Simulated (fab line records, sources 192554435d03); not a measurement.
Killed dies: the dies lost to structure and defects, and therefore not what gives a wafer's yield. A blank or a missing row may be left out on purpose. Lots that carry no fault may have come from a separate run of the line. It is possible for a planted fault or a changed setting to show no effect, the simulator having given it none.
Matching of chambers | flow n5 finfet | 3 sister chambers for N5_BEOL_M7_PECVD_70 on pecvd-04
The step deposits SiO2 from TEOS/O2, target thk 20 nm, time 22.7 s. 3 wafers are shown with their chamber, then 7 later ones without.

WAFERS, EACH WITH ITS CHAMBER
wafer  | chamber | throttle valve pct (%)
L087.4 | 0       | 25.0
L090.1 | 2       | 22.4
L090.2 | 1       | 23.7

WAFERS MISSING THEIR CHAMBER
wafer  | throttle valve pct (%)
L090.5 | 23.6
L096.2 | 23.7
L096.5 | 23.9
L096.6 | 22.4
L094.1 | 22.1
L094.4 | 23.6
L094.5 | 22.1

THE CHAMBER EACH PASSED THROUGH
wafer  | from the rows above | in truth
L090.5 | 1                   | 1
L096.2 | 1                   | 1
L096.5 | 1                   | 1
L096.6 | 2                   | 2
L094.1 | 2                   | 2
L094.4 | 1                   | 1
L094.5 | 2                   | 2
7 of 7 placed correctly. Can't be placed from these rows: 0. 0 placed wrongly.
How it was worked out, from the rows above alone: a wafer's distance from a chamber is the root of the sum, over the readings, of the square of ((its reading less the chamber's mean) divided by the reading's scatter). The wafer belongs to the nearest chamber; if the next one is less than 2 further off, it can't be placed. The mean given for a chamber averages the wafers shown for that chamber. The scatter (one wafer shown for each chamber): square how far every hidden wafer sits from the nearest shown wafer, average those squares and take the square root.
